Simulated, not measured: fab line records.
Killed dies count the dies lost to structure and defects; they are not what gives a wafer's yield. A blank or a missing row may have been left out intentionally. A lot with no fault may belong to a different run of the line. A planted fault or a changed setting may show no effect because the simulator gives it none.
Struck lot and sound lot, side by side || flow n5_finfet || 16 steps out of a route of 1938
Sound: wafers L233.1, L233.5, L233.6. Struck: wafer L230.1 (left out: L230.4, a lot-mate that was not struck); the cause follows at the end.
Order at every step that has rows: each side's tool, ch and its chambers, its first start. Under that, the readings that differ: sound wafers || struck wafers || difference of the means || sigmas: that difference in standard deviations of wafers without a fault.
alike: readings with means less than 2 such deviations apart, plus words and numbers identical on both sides. not compared: withheld readings, readings lacking a value on some wafer, bounds such as >300 that could conceal the same value, and numbers that have no deviation in the record and whose values overlap.
Wherever a step has rows on one side only, a row that says differs or no value, or a row with sigmas, the two part there. Non-overlapping numbers with no deviation appear without sigmas and do not part them. A reading that every wafer of one side lacks parts them only if that side has two wafers or more.

first, 7 steps without rows for these wafers: N5_SDB_COAT_04 (time 60 s, resist thk 18 nm); N5_SDB_COAT_05 (resist thk 90 nm); N5_SDB_EBR_07; N5_SDB_SOFTBAKE_06 (time 60 s); N5_SDB_EXPOSE_08 (exposes mask SDB); N5_SDB_PEB_09 (peb time 60 s); N5_SDB_DEVELOP_10 (develop time 30 s).
N5_SDB_CD_MEAS_11 targets a cd of 50 nm.
  sound on cd_sem-02 ch 0, day 8 16:07; struck on cd_sem-01 ch 0, day 8 00:15
  alike: cd_nm
N5_SDB_OVL_MEAS_12:
  sound on overlay-01 ch 0, day 8 16:09; struck on overlay-01 ch 0, day 8 00:17
  alike: SDB_OVL
N5_SDB_INSPECT_13: inspects for defects (brightfield).
  sound: defect_inspect-02 at day 8 16:10; struck: defect_inspect-02 at day 8 00:19
  alike: raw_defect_count
N5_SDB_DESCUM_16: chemistry O2, time 7.9 s.
  sound on rie_diel-06 ch 1,2,3, day 8 16:17; struck on rie_diel-01 ch 1, day 8 00:22
  alike: bias_power_w, drypump_motor_current_A, oes_product_au, rf_vpp_V, showerhead_plenum_p_Torr, throttle_valve_pct
  not compared: rf_hours_counter_h
N5_SDB_ETCH_17: etches SiARC in CF4, target depth 23.4 nm, time 39 s.
  sound on rie_diel-06 ch 1,2,3, day 8 16:19; struck on rie_diel-01 ch 1, day 8 00:25
  alike: cf4_flow_sccm, drypump_motor_current_A, etch_rf_on_time_s, oes_product_au, rf_vpp_V, showerhead_plenum_p_Torr, throttle_valve_pct
  not compared: rf_hours_counter_h
N5_SDB_ETCH_18: etches SOC in N2/H2, target depth 100 nm, overetch 20 nm, time 150 s.
  sound on rie_diel-06 ch 1,2,3, day 8 16:22; struck on rie_diel-01 ch 1, day 8 00:26
{"reading": "model.SiARC_of_SDB_COAT_04.thk_nm (nm)", "sound": "12.8 12.8 12.6", "struck": 12.4, "difference": -0.3, "sigmas": ""}
  alike: drypump_motor_current_A, oes_product_au, rf_vpp_V, showerhead_plenum_p_Torr, throttle_valve_pct
  not compared: rf_hours_counter_h
then, 1 step without rows for these wafers: N5_SDB_STRIP_19 (strips in N2/H2).
-- the record jumps here: 4 days lie between the struck wafers' starts before and after (it left off in module SDB and takes up again in module BEOL_M4, whose first step shown is number 1111 of the route) --
N5_BEOL_M4_RC_MEAS_101:
  sound on prober-02 ch 0, day 13 16:31; struck on prober-01 ch 0, day 12 09:53
{"reading": "SS_N (mV/dec)", "sound": "70.8 70.9 70.9", "struck": 72.3, "difference": "+1.4", "sigmas": "+2"}
{"reading": "VT_P (mV)", "sound": "-254 -256 -255", "struck": -248, "difference": "+7", "sigmas": "+2"}
  alike: DIBL_N, DIBL_P, IOFF_N, IOFF_P, ION_N, ION_P, SS_P, VT_N
-- the record jumps here: 5 days lie between the struck wafers' starts before and after (it left off in module BEOL_M4 and takes up again in module PASSIVATION, whose first step shown is number 1936 of the route) --
N5_PASSIVATION_PROBE_49:
  record: rows for the struck wafers here (prober-02, day 17 01:18), none for the sound ones

## WHERE THEY PART
At N5_BEOL_M4_RC_MEAS_101 first; at N5_PASSIVATION_PROBE_49 last (within this record only).

WHY: the cause the simulator had injected
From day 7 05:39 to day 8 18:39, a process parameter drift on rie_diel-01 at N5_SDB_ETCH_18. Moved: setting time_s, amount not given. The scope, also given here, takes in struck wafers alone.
